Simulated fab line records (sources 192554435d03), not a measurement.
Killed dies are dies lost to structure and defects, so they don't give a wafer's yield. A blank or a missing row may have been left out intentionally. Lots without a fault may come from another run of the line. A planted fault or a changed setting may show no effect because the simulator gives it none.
Which of the tools did it? ; flow n5_finfet ; 11 lots, 31 wafers sampled, at 1 step of a route of 1938

WHAT THE GAUGES READ, wafer by wafer
N5_BEOL_M8_OVL_MEAS_29. Usual: V7_OVL typically reads 0.0 nm, with standard deviation 0.64.
lot;measured;on;V7_OVL (nm);flag
L484;day 9 16:17;overlay-02;0.5 0.1 0.4;
L486;day 10 01:51;overlay-02;-0.5 -0.9 0.0;
L487;day 10 03:45;overlay-02;0.1 -1.2 -1.1;
L485;day 10 11:54;overlay-02;-0.4 -0.4 -0.4;
L490;day 10 17:59;overlay-01;-0.8 0.2 -0.6;
L489;day 10 21:38;overlay-02;-0.2 0.7 0.1;
L502;day 13 23:19;overlay-02;-0.2 0.7;
L501;day 14 03:56;overlay-01;0.4 0.8 0.4;
L504;day 14 15:09;overlay-01;0.7 0.6 -0.4;
L505;day 14 15:19;overlay-01;-1.1 0.6;
L506;day 14 21:35;overlay-01;-0.2 -0.4 0.2;

WHICH TOOL RAN EACH LOT (tool, then ch and the chambers of the sampled wafers, then the start)
No process step before these readings appears in the record.

WHAT THE TOOLS THEMSELVES READ (means of the sampled wafers that have a number; where no wafer has one, the mark that the record gives instead)
The record holds no such reading with a usual standard deviation.

THE ANSWER, worked out from the rows above alone
Rule: take the mean of a lot's wafers that have a number; if it is more than 3 standard deviations from the usual mean, the lot is off. Also off: a lot with no number at a reading for which 4 or more lots have one. Where the step has rows for the other lots, those lots are counted as sound. The gauges are gone through in route order, then the tools' own readings, and for those a lot's mean is taken as printed above. The first step at which some lot is off is used, and at that step the reading that is off furthest; a lot without a number counts as furthest.
Across all readings shown, no lot is off: no conclusion can be drawn from this.

WHAT HAD BEEN PUT IN BY THE SIMULATOR
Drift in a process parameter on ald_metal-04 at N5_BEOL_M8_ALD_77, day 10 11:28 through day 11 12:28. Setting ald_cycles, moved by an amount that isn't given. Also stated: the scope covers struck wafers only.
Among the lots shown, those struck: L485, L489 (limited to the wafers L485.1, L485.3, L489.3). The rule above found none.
